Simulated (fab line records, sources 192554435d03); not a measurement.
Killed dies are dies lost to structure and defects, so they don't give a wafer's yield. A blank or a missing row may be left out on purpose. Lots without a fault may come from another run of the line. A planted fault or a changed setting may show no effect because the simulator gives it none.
Matching of chambers | flow n5 finfet | uv cure-01 running N5_BEOL_M7_CURE_74: 3 sister chambers
The step cures SiCOH lowk, time 240 s. 18 wafers are shown with their chamber, then 9 later ones without.

== WAFERS, EACH WITH ITS CHAMBER ==
wafer  | chamber | wafer_temp_C_max | lamp power pct (%)
L075.3 | 2       | 386.6            | 52.24
L075.5 | 2       | 386.2            | 52.35
L075.6 | 2       | 386.2            | 52.27
L076.1 | 0       | 386.7            | 52.26
L076.2 | 0       | 386.5            | 52.30
L076.5 | 0       | 386.2            | 52.30
L078.1 | 0       | 386.7            | 52.35
L078.3 | 0       | 387.4            | 52.26
L078.5 | 0       | 386.7            | 52.29
L085.1 | 1       | 387.6            | 52.29
L085.4 | 1       | 388.1            | 52.32
L085.5 | 1       | 387.6            | 52.36
L087.2 | 0       | 386.7            | 52.20
L087.4 | 0       | 386.4            | 52.30
L087.5 | 0       | 386.8            | 52.24
L088.1 | 1       | 387.8            | 52.35
L088.2 | 1       | 387.1            | 52.36
L088.4 | 1       | 387.5            | 52.31

SIGNATURES (averages over the wafers above)
reading          | chamber 0 | chamber 1 | chamber 2 | scatter within a chamber
wafer_temp_C_max | 386.678   | 387.617   | 386.333   | 0.319
lamp power pct   | 52.2778   | 52.3317   | 52.2867   | 0.0414
Rule: for a wafer and a chamber, the distance is found by dividing, reading by reading, the gap between the wafer's reading and the chamber's mean by the reading's scatter, squaring, summing and taking the root. If the next closest chamber is less than 2 further off than the closest, the wafer can't be placed; otherwise it belongs to the closest. The scatter: take each reading less its chamber's mean, square it, sum over the shown wafers, divide by the number of wafers less the number of chambers, and take the root.

== WAFERS WITH NO CHAMBER GIVEN ==
wafer  | wafer_temp_C_max | lamp power pct (%)
L090.1 | 386.6            | 52.39
L090.4 | 386.4            | 52.35
L090.5 | 385.9            | 52.27
L094.2 | 386.1            | 52.32
L094.4 | 385.8            | 52.31
L094.5 | 386.1            | 52.35
L097.2 | 387.3            | 52.23
L097.4 | 386.6            | 52.38
L097.6 | 385.8            | 52.20

== WHICH CHAMBER EACH ONE RAN IN ==
wafer  | from the rows above          | in truth
L090.1 | can't be placed: 2 or 0 or 1 | 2
L090.4 | can't be placed: 2 or 0      | 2
L090.5 | can't be placed: 2 or 0      | 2
L094.2 | can't be placed: 2 or 0      | 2
L094.4 | can't be placed: 2 or 0      | 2
L094.5 | can't be placed: 2 or 0      | 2
L097.2 | can't be placed: 0 or 1 or 2 | 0
L097.4 | can't be placed: 2 or 0 or 1 | 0
L097.6 | can't be placed: 2 or 0      | 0
0 of 9 placed correctly. Can't be placed from these rows: 9 (the true chamber is among the candidates in 9). 0 placed wrongly.
